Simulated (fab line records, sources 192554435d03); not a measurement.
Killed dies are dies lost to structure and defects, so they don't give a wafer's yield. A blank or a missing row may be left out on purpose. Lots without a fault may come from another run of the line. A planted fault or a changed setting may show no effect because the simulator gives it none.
Chamber matching | flow n5_finfet | N5_BEOL_M0_STRIP_142 on rie_diel-05: 4 sister chambers
The step strips in N2/H2, time 10 s. 4 wafers are shown with their chamber, then 9 later ones without.

WAFERS WITH THEIR CHAMBER
wafer  | chamber | throttle_valve_pct (%)
L080.5 | 2       | 24.32
L090.1 | 0       | 23.85
L090.3 | 3       | 23.28
L090.5 | 1       | 23.50

WAFERS WITHOUT THEIR CHAMBER
wafer  | throttle_valve_pct (%)
L091.1 | 23.28
L091.2 | 23.88
L091.3 | 23.54
L091.4 | 24.35
L091.5 | 23.29
L091.6 | 24.35
L097.3 | 24.37
L097.5 | 23.54
L097.6 | 23.31

WHICH CHAMBER EACH WENT THROUGH
wafer  | from the rows above | in truth
L091.1 | 3                   | 3
L091.2 | 0                   | 0
L091.3 | 1                   | 1
L091.4 | 2                   | 2
L091.5 | 3                   | 3
L091.6 | 2                   | 2
L097.3 | 2                   | 2
L097.5 | 1                   | 1
L097.6 | 3                   | 3
Placed correctly: 9 of 9. Can't be placed from these rows: 0. Placed wrongly: 0.
How it was worked out, from the rows above alone: a wafer's distance from a chamber is the root of the sum, over the readings, of the square of ((its reading less the chamber's mean) divided by the reading's scatter). The wafer belongs to the nearest chamber; if the next one is less than 2 further off, it can't be placed. A chamber's mean is the mean of its shown wafers. The scatter: with one shown wafer a chamber, the root of the mean of the squares of how far each hidden wafer lies from its nearest shown one.
